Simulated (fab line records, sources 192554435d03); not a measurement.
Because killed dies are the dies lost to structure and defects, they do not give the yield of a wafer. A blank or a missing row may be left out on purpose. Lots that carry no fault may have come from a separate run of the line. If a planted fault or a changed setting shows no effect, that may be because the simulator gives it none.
Which tool did it? ; flow n5 finfet ; Sampling: 12 lots, 34 wafers, 4 of 1938 route steps

== WHAT EACH GAUGE READ, for each wafer ==
N5_PASSIVATION_OVL_MEAS_66. Usual: PASS_OPEN_OVL typically reads 0 nm, with standard deviation 5.
lot;measured;on;PASS_OPEN_OVL (nm);flag
L824;day 11 05:02;overlay-02;-1 -3 4;
L825;day 12 04:52;overlay-02;-5 5 -6;
L826;day 12 10:23;overlay-01;0 -1 3;
L827;day 12 03:15;overlay-02;-2 1 -2;
L828;day 12 19:43;overlay-02;-3 3 8;
L836;day 15 07:43;overlay-01;-4 4 -3;
L838;day 15 16:21;overlay-02;-4 -3 -4;
L840;day 16 00:29;overlay-02;-3 -5;
L841;day 17 02:23;overlay-01;-6 -1 -8;
L842;day 16 13:47;overlay-02;3 4;
L843;day 16 18:08;overlay-02;-6 -1 -4;
L844;day 16 17:29;overlay-02;5 12 11;

== EACH LOT AND THE TOOL THAT RAN IT (in order: tool; ch and the chambers of the sampled wafers; start) ==
lot;N5_GATE_CUT_CMP_43;N5_PASSIVATION_AL_DEP_21;N5_PASSIVATION_DESCUM_32
L824;cmp-02 ch 1,2,3, day 4 20:28;pvd sputter-03, day 11 02:28;rie diel-02 ch 0,2,3, day 11 03:08
L825;cmp-01 ch 0,2,3, day 5 00:29;pvd sputter-01, day 12 01:22;rie diel-02 ch 0,2, day 12 02:23
L826;cmp-01 ch 1,2,3, day 5 05:28;pvd sputter-01, day 12 07:29;rie diel-01 ch 0,2,3, day 12 08:11
L827;cmp-02 ch 2,3, day 5 10:01;pvd sputter-01, day 12 00:52;rie diel-01 ch 2,3, day 12 01:34
L828;cmp-03 ch 0,1,3, day 5 19:12;pvd sputter-01, day 12 16:41;rie diel-06 ch 0,1,2, day 12 17:22
L836;cmp-01 ch 1,2,3, day 7 21:41;pvd sputter-02, day 15 05:05;rie diel-01 ch 0,1,2, day 15 05:49
L838;cmp-01 ch 0,1,2, day 8 06:42;pvd sputter-01, day 15 13:42;rie diel-02 ch 2,3, day 15 14:16
L840;cmp-02 ch 1,2, day 8 17:22;pvd sputter-01, day 15 21:51;rie diel-02 ch 2,3, day 15 22:32
L841;cmp-03 ch 2,3, day 9 00:18;pvd sputter-03, day 16 23:49;rie diel-02 ch 0,2, day 17 00:34
L842;cmp-03 ch 1,2, day 9 05:38;pvd sputter-01, day 16 11:19;rie diel-02 ch 1,2, day 16 11:52
L843;cmp-03 ch 2,3, day 9 13:34;pvd sputter-02, day 16 15:17;rie diel-01 ch 0,1,2, day 16 15:58
L844;cmp-02 ch 0,1,2, day 9 14:05;pvd sputter-03, day 16 15:07;rie diel-01 ch 1,3, day 16 15:41
- N5_GATE_CUT_CMP_43: polishes SiO2.
- N5_PASSIVATION_AL_DEP_21: deposits Al, target thk 2800 nm, time 170 s.
- N5_PASSIVATION_DESCUM_32: chemistry O2, time 7.9 s.

== AS READ BY THE TOOLS THEMSELVES (means over the sampled wafers that have a number; for cases with no such wafer, the mark the record gives instead) ==
N5_GATE_CUT_CMP_43. Usual: 12.0 A for motor current A, sd 1.8.
lot;tool;motor current A (A);flag
L824;cmp-02;11.6;
L825;cmp-01;13.1;
L826;cmp-01;12.6;
L827;cmp-02;12.6;
L828;cmp-03;11.1;
L836;cmp-01;13.0;
L838;cmp-01;13.4;
L840;cmp-02;11.8;
L841;cmp-03;11.8;
L842;cmp-03;11.3;
L843;cmp-03;12.1;
L844;cmp-02;11.8;

N5_PASSIVATION_AL_DEP_21. Usual: 29.5 % for throttle valve pct, sd 1.2.
lot;tool;throttle valve pct (%);flag
L824;pvd sputter-03;30.8;
L825;pvd sputter-01;28.6;
L826;pvd sputter-01;29.3;
L827;pvd sputter-01;28.8;
L828;pvd sputter-01;28.6;
L836;pvd sputter-02;29.4;
L838;pvd sputter-01;29.3;
L840;pvd sputter-01;29.2;
L841;pvd sputter-03;31.5;
L842;pvd sputter-01;30.1;
L843;pvd sputter-02;29.1;
L844;pvd sputter-03;29.9;

N5_PASSIVATION_DESCUM_32. Usual: drypump motor current A 5.6 A, standard deviation 0.53; oes product au 0.80 a.u., standard deviation 0.055; rf vpp V 243.6 V, standard deviation 1.5; showerhead plenum p Torr 2.12 Torr, standard deviation 0.091; throttle valve pct 20.44 %, standard deviation 0.16.
lot;tool;drypump motor current A (A);oes product au (a.u.);rf vpp V (V);showerhead plenum p Torr (Torr);throttle valve pct (%);flag
L824;rie diel-02;5.4;0.81;244.2;2.12;20.35;
L825;rie diel-02;5.8;0.79;244.0;2.15;20.21;
L826;rie diel-01;6.1;0.89;243.9;2.10;20.29;
L827;rie diel-01;5.9;0.83;241.6;2.03;20.36;
L828;rie diel-06;5.8;0.80;244.1;2.15;20.55;
L836;rie diel-01;5.9;0.89;243.1;2.10;20.28;
L838;rie diel-02;5.4;0.77;243.1;2.15;20.54;
L840;rie diel-02;5.2;0.77;244.4;2.11;20.55;
L841;rie diel-02;5.8;0.75;244.0;2.13;20.28;
L842;rie diel-02;5.7;0.76;243.4;2.16;20.43;
L843;rie diel-01;5.9;0.87;243.6;2.10;20.29;
L844;rie diel-01;5.6;0.81;241.5;2.02;20.44;

== THE ANSWER, worked out from the rows above alone ==
Rule: a lot counts as off when the mean over its wafers that have a number is more than 3 standard deviations away from the usual mean. Also off: a lot with no number at a reading for which 4 or more lots have one. Where the step has rows for the other lots, those lots are counted as sound. Order of review: gauges by route order, followed by the tools' own readings, for which a lot's mean as printed above is used. The first step at which some lot is off is used, and at that step the reading that is off furthest; a lot without a number counts as furthest.
Nothing can be told from this: no lot is off at any reading shown.

== WHAT THE SIMULATOR PUT IN ==
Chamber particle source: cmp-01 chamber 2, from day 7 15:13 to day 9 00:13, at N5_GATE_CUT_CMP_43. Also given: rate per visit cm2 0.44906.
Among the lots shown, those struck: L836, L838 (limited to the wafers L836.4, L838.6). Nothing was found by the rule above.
